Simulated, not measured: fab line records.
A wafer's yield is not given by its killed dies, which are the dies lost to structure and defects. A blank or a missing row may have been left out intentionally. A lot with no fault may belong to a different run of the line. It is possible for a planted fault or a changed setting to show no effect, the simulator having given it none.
Code-filled problem report in 8D (eight disciplines) form :: flow n5Finfet :: the parts of the form that need people (team, actions taken, sign-off) are left out

1. THE PROBLEM
Mean of runLengthS at N5_BEOL_M4_CO_CAP_55: 159.0 s across 3 wafers in 2 lots; on wafers with no fault it is 125.1 s (standard deviation 0.71). That is +48 standard deviations from the usual mean.
The step: material Co, precursor CCTBA/H2, target thk 2 nm, time 102.1 s.
Earliest sighting: wafer L307.2 on cvdCo-02 at day 11 20:25. The record has a number at this step for 33 wafers belonging to 11 lots. By rule, "out" or "out of limits" means more than 4 standard deviations away from the usual mean. The rest of the wafers with a number are treated as sound.

2. WHAT IT IS, WHAT IT ISN'T
question: which readings at this step
is: runLengthS
is not: heaterPowerW

question: which lots
is: L307, L308
is not: L292, L293, L294, L295, L296, L297, L298, L302, L315

question: which wafers of those lots
is: L307.2, L307.6, L308.6
is not: L307.4, L308.1, L308.5

question: read on which tools
is: cvdCo-02
is not: cvdCo-01

question: when
is: from day 11 20:25
is not: up to then (25 sound wafers); but 5 sound wafers of L308, L315 came after

3. SUSPECTS, AND WHAT RULES EACH OUT
Counting: a tool at a process step up to the reading stays a suspect if it ran every lot that is out. Sound lots after the first of them don't rule it out here, since some wafers of a struck lot are sound.
- cvdCo-02 at N5_BEOL_M4_CO_CAP_55 (material Co, precursor CCTBA/H2, target thk 2 nm, time 102.1 s): kept. It processed each lot that is out (first: L307, day 11 20:25); up to then, its last sound lot is L302 (day 10 14:27). On those wafers its own readings are out: runLengthS.
- Within cvdCo-02 at N5_BEOL_M4_CO_CAP_55: the wafers that are out ran in chamber 2; their sound lot-mates ran in chambers 0, 1.
Left after counting: cvdCo-02 at N5_BEOL_M4_CO_CAP_55.

4. THE CAUSE (what the simulator had put in)
cvdCo-02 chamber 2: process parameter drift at N5_BEOL_M4_CO_CAP_55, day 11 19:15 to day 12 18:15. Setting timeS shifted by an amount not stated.
This tool alone remained once counting was done.

5. SEQUENCE OF EFFECTS, ordered by route
One row per reading whose mean, taken over the struck wafers that have a number, lies over 3 standard deviations from the usual. Scope: only readings with a usual standard deviation given in the record; hours: median across lots of the time from each lot's start at the first step in this table that gives one to its start at this step; sigmas: change in usual standard deviations.
hours: 0
step: N5_BEOL_M4_CO_CAP_55
reading: runLengthS
usual: 125.1 s
on struck wafers: 159.0
change: +33.9
sigmas: +48
Process steps it contains:
- N5_BEOL_M4_CO_CAP_55: material Co, precursor CCTBA/H2, target thk 2 nm, time 102.1 s.
At these later measuring or inspecting steps, every struck wafer for which the step has a row has a number for every such reading, and none has moved that far: N5_BEOL_M4_INSPECT_59, N5_BEOL_M4_RC_MEAS_101.

6. HOW IT WOULD HAVE BEEN CAUGHT EARLIER
In this record the first reading out of limits was taken at day 11 20:25, 1 hour after the fault began at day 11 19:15.
